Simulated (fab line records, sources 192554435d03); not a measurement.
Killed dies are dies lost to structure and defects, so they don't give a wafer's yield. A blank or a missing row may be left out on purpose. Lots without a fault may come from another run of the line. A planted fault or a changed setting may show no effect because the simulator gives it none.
A struck lot beside a sound one | flow n5_finfet | 21 steps out of a route of 1938
Sound: wafers L209.2, L209.3, L209.6. Struck: wafers L218.4, L218.5, L218.6. The cause comes at the end.
At each step with rows: each side's tool, then ch and its chambers, then its first start. Under that, the readings that differ: sound wafers | struck wafers | difference of the means | sigmas: that difference in standard deviations of wafers without a fault.
alike: readings whose means differ by less than 2 such deviations, and words and numbers that are the same on both sides. not compared: withheld readings, readings that some wafer has no value for, bounds like >300 that may hide the same value, and numbers for which the record gives no deviation and whose values overlap.
The two part at a step that has a row with sigmas, a row that says differs or no value, or rows on one side only. Numbers that don't overlap but have no deviation are shown without sigmas and don't part them. A reading that every wafer of one side lacks parts them only if that side has two wafers or more.

N5_MIM_BOT_ETCH_ETCH_00: etches TiN in Cl2/BCl3, target depth 45.5 nm.
  sound on rie_metal-03 ch 0,1, day 11 16:18; struck on rie_metal-01 ch 0,1, day 14 14:45
  alike: drypump_motor_current_A, oes_product_au, rf_fwd_power_W, throttle_valve_pct
  not compared: rf_hours_counter_h
N5_MIM_BOT_ETCH_STRIP_01: strips in O2.
  sound on rie_diel-06 ch 0,1,2, day 11 16:26; struck on rie_diel-04 ch 0,2,3, day 14 14:54
  alike: drypump_motor_current_A, oes_product_au, rf_vpp_V, showerhead_plenum_p_Torr, throttle_valve_pct
  not compared: rf_hours_counter_h
then, 3 steps without rows for these wafers: N5_MIM_BOT_ETCH_STRIP_02 (strips in post etch residue remover, time 1200 s); N5_MIM_BOT_ETCH_CLEAN_05 (cleans in IPA, time 180 s); N5_MIM_BOT_ETCH_SRD_06 (time 30 s).
N5_PASSIVATION_PECVD_55: deposits SiO2 from SiH4/N2O, target thk 400 nm, time 22.5 s.
  sound on pecvd-01 ch 0,1,2, day 11 16:56; struck on pecvd-01 ch 0,1,2, day 14 15:26
  alike: heater_power_w, rf_fwd_power_W, showerhead_plenum_p_Torr, throttle_valve_pct
  not compared: since_wet_clean_h
N5_PASSIVATION_PECVD_01: deposits SiNx from SiH4/NH3/N2, target thk 200 nm, time 43.2 s.
  sound on pecvd-01 ch 0,1,2, day 11 16:59; struck on pecvd-01 ch 0,1,2, day 14 15:29
  alike: heater_power_w, rf_fwd_power_W, showerhead_plenum_p_Torr, throttle_valve_pct
  not compared: since_wet_clean_h
then, 5 steps without rows for these wafers: N5_PASSIVATION_HMDS_03 (time 60 s); N5_PASSIVATION_COAT_04; N5_PASSIVATION_EBR_06; N5_PASSIVATION_SOFTBAKE_05 (time 90 s); N5_PASSIVATION_EXPOSE_07 (exposes mask TV, defocus 0 nm, target cd 3000 nm).
N5_PASSIVATION_PEB_08:
  sound on litho_track-01 ch 0, day 11 17:26; struck on litho_track-02 ch 0, day 14 15:46
then, 2 steps without rows for these wafers: N5_PASSIVATION_DEVELOP_09 (develop time 60 s); N5_PASSIVATION_HARDBAKE_11 (time 120 s).
N5_PASSIVATION_CD_MEAS_10: target cd 3000 nm.
  sound on cd_sem-01 ch 0, day 11 17:34; struck on cd_sem-03 ch 0, day 14 15:53
  reading    | sound                | struck               | difference | sigmas
  cd_nm (nm) | 3001.7 3003.9 3001.1 | 2978.9 2978.9 2976.1 | -24.3      | -14
N5_PASSIVATION_OVL_MEAS_60:
  sound on overlay-02 ch 0, day 11 17:36; struck on overlay-02 ch 0, day 14 15:55
  alike: TV_OVL
N5_PASSIVATION_INSPECT_61: inspects for defects (macro).
  sound on defect_inspect-02, day 11 17:37; struck on defect_inspect-01, day 14 15:57
  alike: raw_defect_count
N5_PASSIVATION_DESCUM_12: chemistry O2, time 7.9 s.
  sound on rie_diel-01 ch 0,1,3, day 11 17:43; struck on rie_diel-03 ch 0,2,3, day 14 15:59
  reading                   | sound          | struck         | difference | sigmas
  model.TV_LITHO.cd_nm (nm) | 3002 3004 3001 | 2979 2979 2976 | -24        |
  alike: drypump_motor_current_A, oes_product_au, rf_fwd_power_W, rf_vpp_V, showerhead_plenum_p_Torr, throttle_valve_pct
  not compared: rf_hours_counter_h
N5_PASSIVATION_PASS_ETCH_74: etches SiNx in CF4/O2, target depth 220 nm, time 110 s.
  sound on rie_diel-01 ch 0,1,3, day 11 17:47; struck on rie_diel-03 ch 0,2,3, day 14 16:03
  alike: drypump_motor_current_A, oes_o_777_au, oes_product_au, rf_fwd_power_W, rf_vpp_V, showerhead_plenum_p_Torr, throttle_valve_pct
  not compared: rf_hours_counter_h
then, 1 step without rows for these wafers: N5_PASSIVATION_PROBE_49.

WHERE THEY PART
Only at N5_PASSIVATION_CD_MEAS_10, within this record. Later steps at which nothing parts them and some readings are alike: N5_PASSIVATION_OVL_MEAS_60, N5_PASSIVATION_INSPECT_61, N5_PASSIVATION_DESCUM_12, N5_PASSIVATION_PASS_ETCH_74.

WHY: what the simulator had put in
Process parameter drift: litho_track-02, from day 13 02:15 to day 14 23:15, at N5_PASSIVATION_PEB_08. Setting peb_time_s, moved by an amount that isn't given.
